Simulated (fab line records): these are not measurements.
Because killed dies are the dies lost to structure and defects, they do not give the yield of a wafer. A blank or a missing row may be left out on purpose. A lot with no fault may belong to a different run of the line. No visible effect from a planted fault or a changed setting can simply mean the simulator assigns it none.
fab line records	flow n5-finfet
record lots=24	wafers=72	last-day=17
route steps=1938 shown BEOL_M15@1825 MIM_TOP@1836 MIM_TOP_LITHO@1849 MIM_TOP_ETCH@1852 MIM_BOT_LITHO@1863 MIM_BOT_ETCH@1868
lots that met no fault: taken from a fault-free run of the same line
start-h: the number of hours between the record's first day and the start of the first shown wafer of the lot	wait-h: hours elapsed since this lot's preceding step	" repeats the value in the row above	L1.1+2: a row that stands for several wafers	- no value, or no start was given	* or withheld: withheld	< > ~ a bound
route shown NAME@n: a module of which the file shows steps, and the number in the route of the first	usual: mean/standard deviation taken from wafers without a fault	same: alike in all rows	chamber/n: place in a boat	sites: per-site readings	_std_site: the values' standard deviation	_edge_site: outer sites' mean less inner sites'	radius-mm: how far each site lies from the wafer's centre	mask NAME#n: copy n	behind: the last tool/chamber to shape the wafer	hold: cause of the lot's hold/its duration in hours/its outcome	device: the n, p or np transistor that did not switch	end of line: at the end of the route, the tests of the same wafers	a step with no rows: only its recipe	killed: the dies lost at the first sort to structure and to defects; this is not the yield of the wafer	map: per-die view of a wafer (x killed, . not killed, _ where there is no die)
set.NAME: the setting the step ran with; set.NAME@STEP: the setting that earlier step ran with	model.NAME: the simulator's own value behind a step, which no gauge read
one table for each step of the route and one row for each wafer, over a sample of lots
services: from which hour (start-h, from the record's first day; less than 0 if before it) a tool's chamber was out of use, for how many hours, and why
## steps
# step N5_BEOL_M15_THK_MEAS_50
# recipe thk-meas-gauge=xrf	reads=Cu_of_BEOL_M15_ECD_47
# usual M15_THK=850/11
lot.wafer	tool	chamber	start-h	wait-h	M15_THK[nm]
L075.2	film-metro-01	-	256.43	-	848
L075.3	"	-	"	"	842
L075.5	"	-	"	"	855
L076.2	film-metro-01	-	257.98	-	850
L076.4	"	-	"	"	852
L076.5	"	-	"	"	849
L074.4	film-metro-01	-	263.35	-	843
L074.5	"	-	"	"	847
L074.6	"	-	"	"	841
L077.1	film-metro-02	-	268.69	-	861
L077.2	"	-	"	"	862
L077.6	"	-	"	"	868
L078.1	film-metro-02	-	273.79	-	849
L078.3	"	-	"	"	843
L078.6	"	-	"	"	845
L079.1	film-metro-02	-	278.56	-	846
L079.2	"	-	"	"	847
L079.5	"	-	"	"	845
L083.3	film-metro-02	-	297.60	-	860
L083.4	"	-	"	"	849
L083.5	"	-	"	"	860
L081.3	film-metro-02	-	299.94	-	853
L081.5	"	-	"	"	850
L081.6	"	-	"	"	847
L082.1	film-metro-02	-	302.97	-	849
L082.4	"	-	"	"	842
L082.5	"	-	"	"	845
L080.1	film-metro-01	-	311.43	-	844
L080.5	"	-	"	"	858
L080.6	"	-	"	"	854
L084.1	film-metro-02	-	317.07	-	844
L084.2	"	-	"	"	845
L084.6	"	-	"	"	850
L085.3	film-metro-01	-	319.45	-	857
L085.4	"	-	"	"	864
L085.5	"	-	"	"	865
L087.1	film-metro-02	-	324.07	-	834
L087.2	"	-	"	"	855
L087.3	"	-	"	"	825
L086.1	film-metro-02	-	324.43	-	855
L086.2	"	-	"	"	827
L086.5	"	-	"	"	833
L088.1	film-metro-01	-	333.90	-	852
L088.2	"	-	"	"	842
L088.6	"	-	"	"	847
L091.1	film-metro-02	-	349.77	-	840
L091.2	"	-	"	"	845
L091.3	"	-	"	"	844
L089.1	film-metro-01	-	356.87	-	849
L089.2	"	-	"	"	849
L089.4	"	-	"	"	854
L090.3	film-metro-01	-	357.22	-	876
L090.5	"	-	"	"	848
L090.6	"	-	"	"	873
L093.2	film-metro-01	-	357.65	-	862
L093.3	"	-	"	"	851
L093.4	"	-	"	"	853
L092.2	film-metro-02	-	364.00	-	840
L092.4	"	-	"	"	847
L092.6	"	-	"	"	842
L094.4	film-metro-02	-	373.53	-	845
L094.5	"	-	"	"	844
L094.6	"	-	"	"	846
L095.1	film-metro-02	-	380.56	-	856
L095.4	"	-	"	"	823
L095.5	"	-	"	"	856
L096.1	film-metro-01	-	382.66	-	841
L096.2	"	-	"	"	841
L096.5	"	-	"	"	836
L097.2	film-metro-01	-	385.98	-	844
L097.3	"	-	"	"	847
L097.4	"	-	"	"	856
# step N5_MIM_TOP_ALD_02
# recipe material=Al2O3	target-thk-a=*	temp-c=withheld	ald-precursor-family=TMA	ald-co-reactant=O3	pulse-time-s=withheld	purge-time-s=3	co-reactant-purge-time-s=withheld	co-reactant-pulse-time-s=3	ald-cycles=withheld
# usual precursor-pulse-height-rel=1.002/0.022
lot.wafer	tool	chamber	start-h	wait-h	precursor-pulse-height-rel
L075.2	ald-hk-01	3	-	-	1.033
L075.3	"	1	"	"	1.023
L075.5	"	1	"	"	1.017
L076.2	ald-hk-03	0	-	-	0.994
L076.4	"	2	"	"	0.987
L076.5	"	3	"	"	1.025
L074.4	ald-hk-03	2	-	-	0.995
L074.5	"	2	"	"	1.004
L074.6	"	3	"	"	0.975
L077.1	ald-hk-03	1	-	-	0.987
L077.2	"	2	"	"	0.989
L077.6	"	3	"	"	1.037
L078.1	ald-hk-02	3	-	-	0.981
L078.3	"	2	"	"	0.992
L078.6	"	0	"	"	1.042
L079.1	ald-hk-02	2	-	-	0.996
L079.2	"	1	"	"	0.982
L079.5	"	3	"	"	1.015
L083.3	ald-hk-03	1	-	-	0.991
L083.4	"	0	"	"	1.005
L083.5	"	0	"	"	1.010
L081.3	ald-hk-03	2	-	-	1.002
L081.5	"	3	"	"	1.016
L081.6	"	0	"	"	1.033
L082.1	ald-hk-03	1	-	-	1.029
L082.4	"	3	"	"	0.967
L082.5	"	3	"	"	0.974
L080.1	ald-hk-02	0	-	-	1.018
L080.5	"	1	"	"	0.985
L080.6	"	2	"	"	1.017
L084.1	ald-hk-02	3	-	-	0.993
L084.2	"	0	"	"	0.994
L084.6	"	2	"	"	0.966
L085.3	ald-hk-02	3	-	-	1.017
L085.4	"	0	"	"	0.962
L085.5	"	1	"	"	0.976
L087.1	ald-hk-01	1	-	-	1.015
L087.2	"	2	"	"	0.996
L087.3	"	3	"	"	1.000
L086.1	ald-hk-01	0	-	-	0.977
L086.2	"	2	"	"	1.020
L086.5	"	3	"	"	1.025
L088.1	ald-hk-02	3	-	-	1.023
L088.2	"	2	"	"	0.973
L088.6	"	2	"	"	0.959
L091.1	ald-hk-01	3	-	-	1.016
L091.2	"	0	"	"	0.990
L091.3	"	2	"	"	1.014
L089.1	ald-hk-03	2	-	-	1.031
L089.2	"	0	"	"	0.992
L089.4	"	3	"	"	1.001
L090.3	ald-hk-02	3	-	-	0.988
L090.5	"	3	"	"	0.989
L090.6	"	2	"	"	0.971
L093.2	ald-hk-01	3	-	-	1.006
L093.3	"	2	"	"	1.033
L093.4	"	1	"	"	1.027
L092.2	ald-hk-02	3	-	-	1.028
L092.4	"	1	"	"	0.971
L092.6	"	1	"	"	0.990
L094.4	ald-hk-01	0	-	-	0.983
L094.5	"	1	"	"	1.009
L094.6	"	2	"	"	1.019
L095.1	ald-hk-03	2	-	-	0.984
L095.4	"	1	"	"	0.992
L095.5	"	1	"	"	1.001
L096.1	ald-hk-02	2	-	-	1.022
L096.2	"	0	"	"	1.033
L096.5	"	1	"	"	0.996
L097.2	ald-hk-01	2	-	-	1.021
L097.3	"	3	"	"	0.983
L097.4	"	1	"	"	0.992
# step N5_MIM_TOP_LITHO_INSPECT_12
# recipe mode=adi	inspect-instrument=macro
# usual raw-defect-count=2.1/1.3
lot.wafer	tool	chamber	start-h	wait-h	raw-defect-count
L075.2	defect-inspect-02	-	261.40	0.0	3
L075.3	"	-	"	"	2
L075.5	"	-	"	"	3
L076.2	defect-inspect-01	-	264.64	0.0	1
L076.4	"	-	"	"	0
L076.5	"	-	"	"	4
L074.4	defect-inspect-02	-	267.16	0.0	1
L074.5	"	-	"	"	2
L074.6	"	-	"	"	5
L077.1	defect-inspect-02	-	272.58	0.0	4
L077.2	"	-	"	"	2
L077.6	"	-	"	"	1
L078.1	defect-inspect-01	-	281.22	0.0	2
L078.3	"	-	"	"	1
L078.6	"	-	"	"	2
L079.1	defect-inspect-02	-	284.80	0.0	1
L079.2	"	-	"	"	4
L079.5	"	-	"	"	2
L083.3	defect-inspect-01	-	301.91	0.0	2
L083.4	"	-	"	"	3
L083.5	"	-	"	"	0
L081.3	defect-inspect-02	-	303.25	0.0	4
L081.5	"	-	"	"	2
L081.6	"	-	"	"	1
L082.1	defect-inspect-01	-	309.26	0.0	3
L082.4	"	-	"	"	1
L082.5	"	-	"	"	0
L080.1	defect-inspect-02	-	316.05	0.0	3
L080.5	"	-	"	"	1
L080.6	"	-	"	"	2
L084.1	defect-inspect-02	-	321.06	0.0	1
L084.2	"	-	"	"	2
L084.6	"	-	"	"	3
L085.3	defect-inspect-01	-	323.20	0.0	2
L085.4	"	-	"	"	2
L085.5	"	-	"	"	1
L087.1	defect-inspect-01	-	326.99	0.0	2
L087.2	"	-	"	"	4
L087.3	"	-	"	"	2
L086.1	defect-inspect-01	-	330.61	0.0	2
L086.2	"	-	"	"	1
L086.5	"	-	"	"	0
L088.1	defect-inspect-02	-	338.30	0.0	2
L088.2	"	-	"	"	4
L088.6	"	-	"	"	2
L091.1	defect-inspect-02	-	353.54	0.0	2
L091.2	"	-	"	"	2
L091.3	"	-	"	"	2
L089.1	defect-inspect-02	-	361.80	0.0	1
L089.2	"	-	"	"	2
L089.4	"	-	"	"	4
L090.3	defect-inspect-01	-	361.96	0.0	1
L090.5	"	-	"	"	6
L090.6	"	-	"	"	2
L093.2	defect-inspect-02	-	362.36	0.0	1
L093.3	"	-	"	"	3
L093.4	"	-	"	"	2
L092.2	defect-inspect-02	-	368.52	0.0	1
L092.4	"	-	"	"	2
L092.6	"	-	"	"	2
L094.4	defect-inspect-01	-	377.95	0.0	0
L094.5	"	-	"	"	3
L094.6	"	-	"	"	1
L095.1	defect-inspect-01	-	385.58	0.0	5
L095.4	"	-	"	"	0
L095.5	"	-	"	"	2
L096.1	defect-inspect-02	-	387.45	0.0	3
L096.2	"	-	"	"	3
L096.5	"	-	"	"	3
L097.2	defect-inspect-01	-	390.05	0.0	2
L097.3	"	-	"	"	2
L097.4	"	-	"	"	6
# step N5_MIM_TOP_ETCH_STRIP_01
# recipe chemistry=O2	power-w=600	temp-c=60	pressure-mtorr=30	rf-frequency-hz=6e+07	bias-power-w=0	overash-fraction=0.5	o2-flow-sccm=225
# usual drypump-motor-current-A=5.8/0.39	oes-product-au=0.81/0.093	rf-vpp-V=3.9/1.3	showerhead-plenum-p-Torr=2.11/0.09	throttle-valve-pct=16.69/0.21
lot.wafer	tool	chamber	start-h	wait-h	drypump-motor-current-A	oes-product-au	rf-hours-counter-h	rf-vpp-V	showerhead-plenum-p-Torr	throttle-valve-pct
L075.2	rie-diel-01	3	261.67	0.1	5.5	0.72	230	5.3	1.98	16.75
L075.3	"	0	"	"	5.2	0.74	151	3.0	2.10	16.65
L075.5	"	1	"	"	5.5	0.68	-	1.7	2.15	16.96
L076.2	rie-diel-06	3	264.99	0.1	6.0	0.89	39	2.6	2.04	16.51
L076.4	"	3	"	"	6.0	0.92	-	4.5	2.04	16.49
L076.5	"	1	"	"	6.4	0.86	-	4.4	2.23	16.56
L074.4	rie-diel-05	1	267.54	0.1	6.1	0.73	200	3.2	2.16	16.90
L074.5	"	2	"	"	6.4	0.95	-	0.9	2.23	16.69
L074.6	"	1	"	"	6.1	0.72	-	3.7	2.16	16.93
L077.1	rie-diel-05	3	272.91	0.1	5.3	0.69	225	4.4	1.99	16.97
L077.2	"	0	"	"	5.9	0.81	85	4.9	2.03	16.47
L077.6	"	3	"	"	5.3	0.71	-	6.5	1.99	16.95
L078.1	rie-diel-05	1	281.65	0.1	6.1	0.72	204	5.4	2.16	16.89
L078.3	"	2	"	"	6.3	0.92	8	3.0	2.23	16.63
L078.6	"	2	"	"	6.3	0.93	-	3.8	2.23	16.64
L079.1	rie-diel-05	3	285.17	0.1	5.2	0.70	229	3.5	1.99	16.97
L079.2	"	1	"	"	6.1	0.71	205	2.9	2.16	16.91
L079.5	"	0	"	"	5.9	0.81	-	3.8	2.03	16.45
L083.3	rie-diel-01	0	302.19	0.1	5.3	0.75	166	3.1	2.09	16.70
L083.4	"	2	"	"	6.1	0.76	171	2.3	2.09	17.01
L083.5	"	0	"	"	5.2	0.74	-	3.8	2.09	16.69
L081.3	rie-diel-06	1	303.51	0.1	6.3	0.85	66	3.5	2.22	16.62
L081.5	"	1	"	"	6.3	0.85	-	3.7	2.22	16.60
L081.6	"	0	"	"	5.8	0.76	-	2.7	2.02	16.55
L082.1	rie-diel-05	2	309.70	0.2	6.3	0.90	17	3.3	2.23	16.70
L082.4	"	0	"	"	5.9	0.80	94	4.8	2.03	16.49
L082.5	"	0	"	"	5.9	0.80	-	6.1	2.02	16.43
L080.1	rie-diel-05	1	316.59	0.1	6.1	0.71	215	7.1	2.16	16.94
L080.5	"	2	"	"	6.4	0.87	-	6.2	2.23	16.69
L080.6	"	3	"	"	5.2	0.71	-	3.2	1.99	17.01
L084.1	rie-diel-05	1	321.39	0.1	6.1	0.71	216	4.7	2.16	16.97
L084.2	"	3	"	"	5.2	0.70	237	4.5	1.98	16.97
L084.6	"	0	"	"	5.9	0.81	-	2.4	2.02	16.47
L085.3	rie-diel-05	1	323.53	0.1	6.1	0.70	217	4.7	2.16	16.95
L085.4	"	0	"	"	5.9	0.79	99	3.4	2.02	16.46
L085.5	"	1	"	"	6.1	0.72	-	4.6	2.16	16.97
L087.1	rie-diel-06	3	327.25	0.1	5.9	0.83	60	5.1	2.04	16.55
L087.2	"	2	"	"	5.9	0.91	17	6.7	2.05	16.60
L087.3	"	0	"	"	5.8	0.75	168	5.4	2.01	16.51
L086.1	rie-diel-01	2	330.89	0.1	6.1	0.74	178	5.7	2.09	17.04
L086.2	"	1	"	"	5.6	0.95	13	6.3	2.14	16.47
L086.5	"	2	"	"	6.1	0.75	-	2.1	2.09	17.03
L088.1	rie-diel-06	1	338.61	0.1	6.3	0.83	78	4.3	2.22	16.63
L088.2	"	3	"	"	6.0	0.85	63	3.5	2.03	16.52
L088.6	"	3	"	"	6.0	0.83	-	3.9	2.03	16.51
L091.1	rie-diel-01	0	353.93	0.2	5.3	0.74	186	4.5	2.09	16.72
L091.2	"	3	"	"	5.4	0.99	1	4.2	2.23	16.32
L091.3	"	1	"	"	5.5	0.92	22	4.6	2.14	16.55
L089.1	rie-diel-05	3	362.13	0.2	5.2	0.69	250	3.1	1.98	17.02
L089.2	"	1	"	"	6.1	0.69	231	2.8	2.15	16.99
L089.4	"	0	"	"	5.9	0.80	111	5.3	2.02	16.51
L090.3	rie-diel-01	2	362.32	0.2	6.1	0.74	190	2.6	2.08	17.06
L090.5	"	0	"	"	5.2	0.72	-	1.8	2.09	16.66
L090.6	"	3	"	"	5.5	0.99	-	3.5	2.23	16.31
L093.2	rie-diel-06	3	362.63	0.1	6.0	0.84	71	3.5	2.03	16.54
L093.3	"	0	"	"	5.8	0.75	179	5.5	2.01	16.54
L093.4	"	2	"	"	5.9	0.88	27	2.9	2.05	16.62
L092.2	rie-diel-01	3	369.02	0.1	5.5	0.96	7	4.3	2.23	16.40
L092.4	"	1	"	"	5.6	0.92	27	2.6	2.14	16.51
L092.6	"	3	"	"	5.5	0.94	-	4.7	2.23	16.35
L094.4	rie-diel-01	0	378.40	0.1	5.3	0.73	194	5.3	2.08	16.69
L094.5	"	2	"	"	6.1	0.74	-	5.6	2.08	17.05
L094.6	"	3	"	"	5.5	0.96	-	3.4	2.23	16.38
L095.1	rie-diel-06	1	385.90	0.1	6.3	0.81	92	4.3	2.22	16.62
L095.4	"	0	"	"	5.8	0.72	185	1.8	2.01	16.56
L095.5	"	1	"	"	6.4	0.83	-	5.0	2.21	16.65
L096.1	rie-diel-05	2	387.76	0.1	6.3	0.87	43	2.9	2.22	16.77
L096.2	"	0	"	"	5.9	0.78	120	3.5	2.02	16.49
L096.5	"	3	"	"	5.2	1.00	-	3.3	2.24	16.57
L097.2	rie-diel-05	2	390.43	0.2	6.4	0.85	44	3.9	2.22	16.73
L097.3	"	0	"	"	5.9	0.77	120	5.1	2.02	16.49
L097.4	"	1	"	"	6.1	0.68	240	5.2	2.15	16.97
# step N5_MIM_BOT_LITHO_OVL_MEAS_11
# recipe points-per-wafer=44
# usual MIM_BOT_OVL=1/6.8
# same points-per-wafer=44
lot.wafer	tool	chamber	start-h	wait-h	MIM_BOT_OVL[nm]
L075.2	overlay-02	0	262.24	0.0	5
L075.3	"	0	"	"	-1
L075.5	"	0	"	"	5
L076.2	overlay-01	0	265.57	0.0	5
L076.4	"	0	"	"	6
L076.5	"	0	"	"	7
L074.4	overlay-01	0	268.11	0.0	-4
L074.5	"	0	"	"	10
L074.6	"	0	"	"	2
L077.1	overlay-02	0	273.49	0.0	2
L077.2	"	0	"	"	1
L077.6	"	0	"	"	4
L078.1	overlay-02	0	282.23	0.0	-4
L078.3	"	0	"	"	0
L078.6	"	0	"	"	8
L079.1	overlay-02	0	285.74	0.0	3
L079.2	"	0	"	"	-4
L079.5	"	0	"	"	-1
L083.3	overlay-01	0	302.76	0.0	8
L083.4	"	0	"	"	2
L083.5	"	0	"	"	3
L081.3	overlay-02	0	303.96	0.0	5
L081.5	"	0	"	"	7
L081.6	"	0	"	"	-1
L082.1	overlay-01	0	310.28	0.0	-4
L082.4	"	0	"	"	-3
L082.5	"	0	"	"	-11
L080.1	overlay-01	0	317.04	0.0	9
L080.5	"	0	"	"	6
L080.6	"	0	"	"	9
L084.1	overlay-01	0	321.84	0.0	20
L084.2	"	0	"	"	4
L084.6	"	0	"	"	2
L085.3	overlay-02	0	323.99	0.0	-1
L085.4	"	0	"	"	-5
L085.5	"	0	"	"	-3
L087.1	overlay-01	0	327.82	0.0	-5
L087.2	"	0	"	"	-3
L087.3	"	0	"	"	-2
L086.1	overlay-01	0	331.34	0.0	-14
L086.2	"	0	"	"	-12
L086.5	"	0	"	"	-5
L088.1	overlay-01	0	339.06	0.0	10
L088.2	"	0	"	"	5
L088.6	"	0	"	"	8
L091.1	overlay-02	0	354.41	0.0	5
L091.2	"	0	"	"	-3
L091.3	"	0	"	"	-9
L089.1	overlay-02	0	362.73	0.0	-6
L089.2	"	0	"	"	-5
L089.4	"	0	"	"	0
L090.3	overlay-01	0	362.77	0.0	10
L090.5	"	0	"	"	-1
L090.6	"	0	"	"	-2
L093.2	overlay-02	0	363.10	0.0	-11
L093.3	"	0	"	"	-5
L093.4	"	0	"	"	-10
L092.2	overlay-01	0	369.48	0.0	1
L092.4	"	0	"	"	-3
L092.6	"	0	"	"	2
L094.4	overlay-01	0	378.86	0.0	9
L094.5	"	0	"	"	3
L094.6	"	0	"	"	18
L095.1	overlay-01	0	386.50	0.0	1
L095.4	"	0	"	"	-12
L095.5	"	0	"	"	-3
L096.1	overlay-01	0	388.21	0.0	1
L096.2	"	0	"	"	-6
L096.5	"	0	"	"	-5
L097.2	overlay-01	0	390.88	0.0	1
L097.3	"	0	"	"	2
L097.4	"	0	"	"	5
# step N5_MIM_BOT_ETCH_ETCH_00
# recipe chemistry=Cl2/BCl3	target=TiN	target-depth-a=455	ion-energy-ev=150	pressure-mtorr=10	icp-w=1000	bias-w=126	Cl2_flow_sccm=53.25	bcl3-flow-sccm=21.75	Ar_flow_sccm=25
# usual drypump-motor-current-A=5.3/0.61	mfc-cl2-sccm=53.22/0.16	oes-product-au=0.76/0.054	throttle-valve-pct=21.92/0.22
lot.wafer	tool	chamber	start-h	wait-h	drypump-motor-current-A	mfc-cl2-sccm	oes-product-au	rf-hours-counter-h	throttle-valve-pct
L075.2	rie-metal-01	1	262.55	0.1	5.4	53.32	0.71	75	21.99
L075.3	"	0	"	"	6.1	53.20	0.77	-	21.48
L075.5	"	1	"	"	5.4	53.20	0.71	-	21.98
L076.2	rie-metal-01	0	265.93	0.1	6.1	53.49	0.77	48	21.47
L076.4	"	1	"	"	5.4	53.12	0.70	-	21.99
L076.5	"	0	"	"	6.1	53.09	0.76	-	21.46
L074.4	rie-metal-01	0	268.46	0.1	6.1	53.45	0.76	-	21.50
L074.5	"	0	"	"	6.1	53.25	0.76	-	21.47
L074.6	"	1	"	"	5.4	53.46	0.70	-	21.99
L077.1	rie-metal-03	1	273.89	0.1	4.7	53.13	0.78	50	21.91
L077.2	"	1	"	"	4.7	53.28	0.77	-	21.91
L077.6	"	1	"	"	4.7	53.26	0.78	-	21.91
L078.1	rie-metal-01	1	282.53	0.1	5.4	53.06	0.70	79	21.99
L078.3	"	1	"	"	5.4	53.34	0.70	-	22.00
L078.6	"	1	"	"	5.4	53.03	0.70	-	22.00
L079.1	rie-metal-01	0	286.13	0.1	6.1	53.19	0.75	51	21.49
L079.2	"	1	"	"	5.4	52.99	0.69	80	22.01
L079.5	"	1	"	"	5.4	52.88	0.70	-	22.01
L083.3	rie-metal-02	0	303.10	0.1	6.4	53.02	0.81	-	21.99
L083.4	"	1	"	"	5.2	53.09	0.91	-	21.80
L083.5	"	1	"	"	5.3	53.30	0.92	-	21.81
L081.3	rie-metal-02	0	304.30	0.1	6.4	53.13	0.80	-	22.02
L081.5	"	0	"	"	6.4	53.12	0.81	-	22.03
L081.6	"	1	"	"	5.2	53.40	0.90	-	21.82
L082.1	rie-metal-03	0	310.64	0.1	4.8	53.11	0.74	53	22.19
L082.4	"	0	"	"	4.8	53.16	0.73	-	22.19
L082.5	"	1	"	"	4.7	53.15	0.76	-	21.92
L080.1	rie-metal-03	0	317.36	0.1	4.8	53.30	0.74	53	22.18
L080.5	"	1	"	"	4.7	53.64	0.76	-	21.92
L080.6	"	0	"	"	4.8	53.25	0.74	-	22.17
L084.1	rie-metal-03	0	322.14	0.1	4.8	53.17	0.75	54	22.17
L084.2	"	1	"	"	4.7	53.46	0.77	54	21.92
L084.6	"	1	"	"	4.7	53.24	0.76	-	21.91
L085.3	rie-metal-03	1	324.52	0.1	4.7	53.35	0.76	-	21.92
L085.4	"	0	"	"	4.8	53.11	0.74	-	22.18
L085.5	"	0	"	"	4.8	53.19	0.74	-	22.18
L087.1	rie-metal-03	1	328.13	0.1	4.7	53.18	0.75	55	21.94
L087.2	"	0	"	"	4.8	53.00	0.74	54	22.18
L087.3	"	0	"	"	4.8	53.04	0.73	-	22.22
L086.1	rie-metal-01	1	331.65	0.1	5.4	53.11	0.69	85	21.99
L086.2	"	0	"	"	6.1	52.98	0.74	56	21.51
L086.5	"	0	"	"	6.1	53.21	0.74	-	21.50
L088.1	rie-metal-03	0	339.36	0.1	4.8	53.09	0.74	56	22.17
L088.2	"	1	"	"	4.7	53.28	0.77	56	21.90
L088.6	"	0	"	"	4.8	53.36	0.74	-	22.16
L091.1	rie-metal-03	0	354.71	0.1	4.8	53.11	0.73	57	22.21
L091.2	"	1	"	"	4.7	53.21	0.75	58	21.93
L091.3	"	0	"	"	4.8	53.10	0.73	-	22.19
L089.1	rie-metal-03	0	363.13	0.1	4.7	52.95	0.73	58	22.18
L089.2	"	1	"	"	4.7	53.09	0.75	59	21.97
L089.4	"	0	"	"	4.8	53.27	0.73	-	22.19
L090.3	rie-metal-01	1	363.19	0.1	5.4	53.24	0.69	-	21.99
L090.5	"	0	"	"	6.1	53.24	0.73	-	21.51
L090.6	"	1	"	"	5.4	53.45	0.68	-	22.00
L093.2	rie-metal-02	1	363.40	0.1	5.3	53.44	0.88	11	21.81
L093.3	"	0	"	"	6.4	53.09	0.79	-	22.03
L093.4	"	1	"	"	5.2	53.28	0.89	-	21.81
L092.2	rie-metal-02	1	369.90	0.1	5.3	53.25	0.87	11	21.82
L092.4	"	0	"	"	6.4	53.34	0.80	-	22.04
L092.6	"	0	"	"	6.4	53.32	0.79	-	22.02
L094.4	rie-metal-02	1	379.22	0.1	5.3	53.27	0.88	-	21.80
L094.5	"	0	"	"	6.4	53.53	0.80	-	22.01
L094.6	"	1	"	"	5.3	53.12	0.87	-	21.82
L095.1	rie-metal-01	0	386.83	0.1	6.1	52.93	0.73	60	21.50
L095.4	"	0	"	"	6.1	53.15	0.73	-	21.52
L095.5	"	0	"	"	6.1	52.94	0.73	-	21.53
L096.1	rie-metal-03	0	388.51	0.1	4.8	53.25	0.72	60	22.20
L096.2	"	1	"	"	4.7	53.33	0.74	61	21.94
L096.5	"	1	"	"	4.7	52.93	0.74	-	21.95
L097.2	rie-metal-03	1	391.18	0.1	4.7	53.10	0.74	61	21.94
L097.3	"	0	"	"	4.8	53.24	0.73	-	22.19
L097.4	"	1	"	"	4.7	53.07	0.74	-	21.94
## services
tool	chamber	start-h	hours	kind
rie-diel-05	2	240.09	-	clean
rie-diel-05	2	240.09	-	consumable-replace:focus-ring
rie-diel-05	2	240.09	-	consumable-replace:showerhead
rie-diel-05	2	240.09	13.4	scheduled-down
rie-diel-05	2	240.09	13.4	vent-cycle
rie-diel-06	2	246.36	-	clean
rie-metal-02	0	246.38	7.4	repair
rie-metal-02	-	261.59	17.4	repair
rie-metal-03	0	263.45	13.8	repair
rie-metal-03	-	269.27	1.2	repair
ald-hk-02	-	271.39	2.8	pm
rie-diel-01	1	274.03	-	clean
rie-diel-01	1	274.03	-	consumable-replace:focus-ring
rie-diel-01	1	274.03	22.8	scheduled-down
rie-diel-01	1	274.03	22.8	vent-cycle
ald-hk-03	-	285.90	2.8	pm
rie-diel-01	3	321.09	3.5	repair
rie-diel-05	0	345.96	4.0	repair
ald-hk-03	-	355.56	0.9	repair
rie-diel-05	3	362.77	-	clean
rie-diel-05	3	362.77	-	consumable-replace:focus-ring
rie-diel-05	3	362.77	-	consumable-replace:showerhead
rie-diel-01	-	379.94	0.9	repair
ald-hk-01	-	389.78	1.2	pm
## key
fault none
